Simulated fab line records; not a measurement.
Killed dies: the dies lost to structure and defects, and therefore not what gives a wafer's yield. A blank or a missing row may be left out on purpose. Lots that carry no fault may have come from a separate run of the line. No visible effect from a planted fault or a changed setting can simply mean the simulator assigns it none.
What tool caused it?	flow n5_finfet	10 lots, 30 wafers sampled, at 5 steps of a route of 1938

## WHAT THE GAUGES READ, wafer by wafer
N5_PASSIVATION_CD_MEAS_10: target cd 3000 nm.
lot	measured	on	cd_nm (nm)
L847	day 11 22:15	cd_sem-01	3000.3 2998.8 3000.1
L848	day 12 12:56	cd_sem-01	2998.8 3002.1 3002.1
L849	day 12 12:58	cd_sem-03	3000.3 2999.5 2998.5
L857	day 13 15:53	cd_sem-01	2995.1 2994.6 2992.7
L854	day 13 18:26	cd_sem-03	2999.9 2999.1 2996.5
L861	day 15 11:49	cd_sem-02	3001.8 2999.2 2999.7
L862	day 15 18:39	cd_sem-03	2997.1 3001.0 3000.7
L868	day 16 12:30	cd_sem-02	3001.3 3001.9 3000.8
L866	day 16 15:40	cd_sem-01	2997.7 2999.9 2998.6
L870	day 17 20:47	cd_sem-02	2998.8 2999.3 3000.1

## WHICH TOOL RAN EACH LOT (tool, then ch and the chambers of the sampled wafers, then the start)
lot	N5_MIM_TOP_ALD_02	N5_MIM_TOP_ETCH_ETCH_00	N5_MIM_TOP_ETCH_STRIP_01	N5_PASSIVATION_DEVELOP_09
L847	ald_hk-01 ch 1,2,3, day 11 20:07 or earlier	rie_metal-03 ch 0,1, day 11 20:07	rie_diel-04 ch 0,1,3, day 11 20:16	litho_track-01 ch 0, day 11 22:08
L848	ald_hk-03 ch 0,1,2, day 12 09:03 or earlier	rie_metal-01 ch 0,1, day 12 09:03	rie_diel-04 ch 1,3, day 12 09:11	litho_track-01 ch 0, day 12 12:49
L849	ald_hk-03 ch 0,1,2, day 12 11:01 or earlier	rie_metal-01 ch 0,1, day 12 11:01	rie_diel-05 ch 0,1,2, day 12 11:09	litho_track-05 ch 0, day 12 12:51
L857	ald_hk-01 ch 1,2,3, day 13 13:41 or earlier	rie_metal-02 ch 0,1, day 13 13:41	rie_diel-05 ch 1,3, day 13 13:50	litho_track-01 ch 0, day 13 15:46
L854	ald_hk-01 ch 1,2,3, day 13 14:17 or earlier	rie_metal-03 ch 0,1, day 13 14:17	rie_diel-03 ch 1,2,3, day 13 14:29	litho_track-04 ch 0, day 13 18:19
L861	ald_hk-03 ch 0,1,3, day 15 08:29 or earlier	rie_metal-03 ch 1, day 15 08:29	rie_diel-05 ch 0,3, day 15 08:52	litho_track-04 ch 0, day 15 11:41
L862	ald_hk-02 ch 0,1,3, day 15 13:57 or earlier	rie_metal-01 ch 0,1, day 15 13:57	rie_diel-03 ch 0,2,3, day 15 14:05	litho_track-04 ch 0, day 15 18:32
L868	ald_hk-02 ch 1,2,3, day 16 09:19 or earlier	rie_metal-01 ch 0,1, day 16 09:19	rie_diel-04 ch 1,2,3, day 16 09:28	litho_track-05 ch 0, day 16 12:23
L866	ald_hk-01 ch 1,3, day 16 13:35 or earlier	rie_metal-02 ch 0,1, day 16 13:35	rie_diel-05 ch 0,1,2, day 16 13:46	litho_track-05 ch 0, day 16 15:34
L870	ald_hk-01 ch 2,3, day 17 15:58 or earlier	rie_metal-03 ch 0, day 17 15:58	rie_diel-05 ch 1,2,3, day 17 16:14	litho_track-05 ch 0, day 17 20:40
- N5_MIM_TOP_ALD_02: deposits Al2O3, purge time 3 s, co reactant pulse time 3 s.
- N5_MIM_TOP_ETCH_ETCH_00: etches TiN in Cl2/BCl3, target depth 38.5 nm.
- N5_MIM_TOP_ETCH_STRIP_01: strips in O2.
- N5_PASSIVATION_DEVELOP_09: develop time 60 s.

## WHAT THE TOOLS THEMSELVES READ (means of the sampled wafers that have a number; where no wafer has one, the mark that the record gives instead)
N5_MIM_TOP_ALD_02.
lot	tool	precursor_pulse_height_rel
L847	ald_hk-01	1.004
L848	ald_hk-03	0.996
L849	ald_hk-03	0.990
L857	ald_hk-01	1.001
L854	ald_hk-01	0.998
L861	ald_hk-03	1.005
L862	ald_hk-02	0.999
L868	ald_hk-02	0.990
L866	ald_hk-01	0.986
L870	ald_hk-01	1.035

N5_MIM_TOP_ETCH_ETCH_00.
lot	tool	drypump_motor_current_A (A)	mfc_cl2_sccm (sccm)	oes_product_au (a.u.)	throttle_valve_pct (%)
L847	rie_metal-03	5.5	53.34	0.71	22.73
L848	rie_metal-01	6.2	53.35	0.70	22.44
L849	rie_metal-01	6.4	53.42	0.73	22.36
L857	rie_metal-02	5.5	53.27	0.82	22.48
L854	rie_metal-03	5.7	53.23	0.70	22.71
L861	rie_metal-03	5.8	53.04	0.68	22.70
L862	rie_metal-01	6.2	53.34	0.69	22.45
L868	rie_metal-01	6.2	53.43	0.68	22.46
L866	rie_metal-02	5.5	53.38	0.80	22.50
L870	rie_metal-03	5.3	53.45	0.68	22.77

N5_MIM_TOP_ETCH_STRIP_01.
lot	tool	drypump_motor_current_A (A)	oes_product_au (a.u.)	rf_vpp_V (V)	showerhead_plenum_p_Torr (Torr)	throttle_valve_pct (%)
L847	rie_diel-04	5.9	0.75	3.7	2.04	16.77
L848	rie_diel-04	5.6	0.78	5.0	2.02	16.85
L849	rie_diel-05	5.7	0.83	4.0	2.15	16.69
L857	rie_diel-05	5.3	0.90	4.6	2.11	16.33
L854	rie_diel-03	6.1	0.79	3.9	2.11	16.67
L861	rie_diel-05	6.0	0.82	3.5	2.04	16.74
L862	rie_diel-03	5.9	0.79	3.7	2.13	16.74
L868	rie_diel-04	5.4	0.74	3.4	2.06	16.73
L866	rie_diel-05	5.7	0.79	3.9	2.13	16.75
L870	rie_diel-05	5.4	0.81	2.7	2.14	16.54

## THE ANSWER, worked out from the rows above alone
Rule: what is usual is taken from the lots themselves. Put in order of their means at a reading, lots are off if they are a third of the lots or fewer, leave a main group of 4 or more, and stand apart from it by a gap of 3 or more times the standard deviation of the main group's means; of several such gaps the widest counts. A main group is skipped when, at the precision printed for the reading in the tables above, its means are all equal. Also off: a lot with no number at a reading for which 4 or more lots have one. All remaining lots with rows at the step are treated as sound. After the gauges, taken in route order, come the tools' own readings; for these a lot's mean is taken, as printed above. The first step at which some lot is off is used, and at that step the reading that is off furthest; a lot without a number counts as furthest.
Off: L857, at N5_PASSIVATION_CD_MEAS_10 (cd_nm). The main group: mean 2999.8 nm, standard deviation 0.89.
A tool fits if, at a process step before that reading, it ran every lot that is off, and no sound lot after the first of them. Not tried: the gauges at N5_PASSIVATION_CD_MEAS_10; whatever is off there is also off at N5_MIM_TOP_ETCH_ETCH_00, on other tools, and gauge error can't account for it. Because N5_MIM_TOP_ALD_02 lacks a start for some lots, the hours and order of its lots are taken from N5_MIM_TOP_ETCH_ETCH_00. One fits: litho_track-01 at N5_PASSIVATION_DEVELOP_09. A fault onset in the window from L848 (day 12 12:49, its last sound lot) to L857 (day 13 15:46, its first lot off) fits.

## WHAT THE SIMULATOR HAD PUT IN
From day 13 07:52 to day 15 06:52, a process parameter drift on litho_track-01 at N5_PASSIVATION_DEVELOP_09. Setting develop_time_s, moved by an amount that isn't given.
Lots struck among those shown: L857. The same result came from the rule above.
